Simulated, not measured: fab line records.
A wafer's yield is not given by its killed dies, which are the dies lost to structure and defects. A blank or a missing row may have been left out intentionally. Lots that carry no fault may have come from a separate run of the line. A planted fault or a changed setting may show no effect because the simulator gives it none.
A struck lot beside a sound one :: flow nand_harc :: 12 steps out of a route of 1159
Sound: the wafers L293.2, L293.3, L293.6. Struck: wafer L302.6 (L302.1, L302.5, from the same lot, were not struck and are left out); the cause is given at the end.
At each step with rows: each side's tool, then ch and its chambers, then its first start. Under that, the readings that differ: sound wafers :: struck wafers :: difference of the means :: sigmas: that difference in standard deviations of wafers without a fault.
alike: same words and numbers on both sides, and readings whose means sit less than 2 such deviations apart. not compared: any withheld reading, any reading some wafer has no value for, any bound like >300 that may hide the same value, and any number with overlapping values for which the record gives no deviation.
A row with sigmas, a row that says differs or no value, or rows on one side alone: a step with any of these is where the two part. When numbers do not overlap yet have no deviation, they are printed without sigmas and do not part them. Lack of a reading on every wafer of one side parts them only where that side has two or more wafers.

NHARC_A_STAIRCASE_DEP_417: deposits Si3N4, target thk 60 nm.
  sound on pecvd-03 ch 1,2, day 12 06:26; struck on pecvd-01 ch 1, day 14 09:05
  alike: heater_power_w, rf_fwd_power_W
then, 3 steps without rows for these wafers: NHARC_A_STAIRCASE_WET_418 (chemistry H3PO4, target depth 20 nm); NHARC_A_STAIRCASE_PRECLEAN_419 (cleans in SC1); NHARC_A_STAIRCASE_SRD_421.
NHARC_A_STAIRCASE_ALD_420: deposits SiO2, target thk 20 nm, pulse time 6 s, ald cycles 200.
  sound on ald_hk-02 ch 0,1, day 12 13:52; struck on ald_hk-01 ch 3, day 14 13:19
  alike: heater_power_w, precursor_pulse_height_rel
then, 1 step without rows for these wafers: NHARC_A_STAIRCASE_CVD_552 (deposits SiNx, target thk 40 nm).
NHARC_A_STAIRCASE_DEP_151: deposits SiO2, target thk 3800 nm.
  sound on pecvd-04 ch 0,1,2, day 12 22:10; struck on pecvd-03 ch 2, day 14 21:13
  alike: heater_power_w, rf_fwd_power_W
then, 1 step without rows for these wafers: NHARC_A_STAIRCASE_ANNEAL_320 (time 1800 s).
NHARC_A_STAIRCASE_DEP_322: deposits SiO2, target thk 3800 nm.
  sound on pecvd-04 ch 0,2, day 13 05:37; struck on pecvd-03 ch 1, day 15 04:16
  alike: heater_power_w, rf_fwd_power_W
then, 1 step without rows for these wafers: NHARC_A_STAIRCASE_ANNEAL_323 (time 1800 s).
NHARC_A_STAIRCASE_DEP_325: deposits SiO2, target thk 3800 nm.
  sound on pecvd-04 ch 0,1,2, day 13 14:13; struck on pecvd-04 ch 1, day 15 13:09
reading: rf_fwd_power_W (W)
sound: 499.4 498.7 499.2
struck: 699.8
difference: +200.7
sigmas: +99 or more
  alike: heater_power_w
then, 1 step without rows for these wafers: NHARC_A_STAIRCASE_ANNEAL_326 (time 1800 s).

WHERE THEY PART
Only at NHARC_A_STAIRCASE_DEP_325, as far as this record shows.

WHY: what had been put in by the simulator
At NHARC_A_STAIRCASE_DEP_325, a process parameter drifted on pecvd-04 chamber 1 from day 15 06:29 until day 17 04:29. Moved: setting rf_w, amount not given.
